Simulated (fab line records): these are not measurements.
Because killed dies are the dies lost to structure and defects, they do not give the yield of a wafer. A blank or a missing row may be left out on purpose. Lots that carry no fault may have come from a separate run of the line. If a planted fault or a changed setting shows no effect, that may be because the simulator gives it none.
A lot that was struck, set against a sound lot -- flow nand_harc -- 17 out of 1159 route steps
Sound: wafers L724.1, L724.5, L724.6. Struck: wafer L738.6. (L738.1 of the same lot was not struck and is left out.) The cause comes at the end.
At each step with rows: each side's tool, then ch and its chambers, then its first start. Under that, the readings that differ: sound wafers -- struck wafers -- difference of the means -- sigmas: that difference in standard deviations of wafers without a fault.
alike: same words and numbers on both sides, and readings whose means sit less than 2 such deviations apart. not compared: any withheld reading, any reading some wafer has no value for, any bound like >300 that may hide the same value, and any number with overlapping values for which the record gives no deviation.
Wherever a step has rows on one side only, a row that says differs or no value, or a row with sigmas, the two part there. When numbers do not overlap yet have no deviation, they are printed without sigmas and do not part them. A reading that every wafer of one side lacks parts them only if that side has two wafers or more.

NHARC_P_M2_INSPECT_11:
  sound on defect_inspect-01 at day 7 04:06; struck on defect_inspect-01 at day 10 19:56
  alike: raw_defect_count
NHARC_P_M2_DESCUM_14: chemistry O2, time 3 s.
  sound on rie_diel-10 ch 0,1,3, day 7 04:11; struck on rie_diel-10 ch 2, day 10 20:00
  alike: drypump_motor_current_A, mfc_ar_sccm, oes_product_au, rf_vpp_V, showerhead_plenum_p_Torr, throttle_valve_pct
  not compared: rf_hours_counter_h
then, 1 step without rows for these wafers: NHARC_P_M2_ETCH_35 (etches the open film in N2/H2, target depth 40 nm, overetch 12 nm, time 43.94 s).
NHARC_P_M2_ETCH_15: etches the open film in C4F8/Ar, target depth 182.5 nm, time 91.2 s.
  sound on rie_diel-10 ch 1,2,3; struck on rie_diel-10 ch 3
  alike: oes_product_au, rf_vpp_V
  not compared: rf_hours_counter_h
NHARC_P_M2_CD_MEAS_16:
  sound on cd_sem-03 at day 7 04:28; struck on cd_sem-01 at day 10 20:20
  alike: cd_nm
then, 3 steps without rows for these wafers: NHARC_P_M2_STRIP_18 (strips in N2/H2); NHARC_P_M2_ETCH_28 (etches the open film in CF4/N2, target depth 30 nm, time 72.99 s); NHARC_P_M2_STRIP_19 (strips in post etch residue remover, time 600 s).
NHARC_P_M2_DEGAS_29: time 60 s.
  sound on pvd_sputter-03 at day 7 05:11; struck on pvd_sputter-03 at day 10 21:07
  alike: heater_power_w
then, 1 step without rows for these wafers: NHARC_P_M2_PRE_CLEAN_30 (time 30 s).
NHARC_P_M2_PVD_20: deposits TaN, target thk 5 nm, time 8.06 s.
  sound on pvd_sputter-03; struck on pvd_sputter-03
  alike: throttle_valve_pct
then, 1 step without rows for these wafers: NHARC_P_M2_PVD_21 (deposits Cu, target thk 30 nm, time 20.49 s).
NHARC_P_M2_ECD_22: material Cu, target thk 400 nm.
  sound on ecd_cu-02 ch 0,1, day 7 05:33; struck on ecd_cu-01 ch 1, day 10 21:38
  alike: bath_heat_duty_pct
NHARC_P_M2_ANNEAL_31: time 90 s.
  sound on rtp_anneal-01 ch 0, day 7 05:56; struck on rtp_anneal-01 ch 0, day 10 21:59
reading,sound,struck,difference,sigmas
wafer_temp_C_max,225.61 225.98 226.00,226.40,+0.54,+2
NHARC_P_M2_CMP_23: polishes, t overpolish 20 s, target thk 144.3 nm.
  sound on cmp-04 ch 0,3, day 7 06:18; struck on cmp-01 ch 2, day 10 22:22
reading,sound,struck,difference,sigmas
time_to_endpoint_s (s),26.5 27.4 26.4,51.7,+24.9,+12
  alike: motor_current_A
  not compared: pad_life_wafers
NHARC_P_M2_THK_MEAS_24: measures by xrf.
  sound on film_metro-02 at day 7 06:35; struck on film_metro-01 at day 10 22:38
  alike: thk_nm
after that, 1 step had no rows for these wafers: NHARC_END_SORT_01.

== WHERE THEY PART ==
At NHARC_P_M2_ANNEAL_31 first; at NHARC_P_M2_CMP_23 last (within this record only). Later steps at which nothing parts them and some readings are alike: NHARC_P_M2_THK_MEAS_24.

WHY: the cause the simulator had injected
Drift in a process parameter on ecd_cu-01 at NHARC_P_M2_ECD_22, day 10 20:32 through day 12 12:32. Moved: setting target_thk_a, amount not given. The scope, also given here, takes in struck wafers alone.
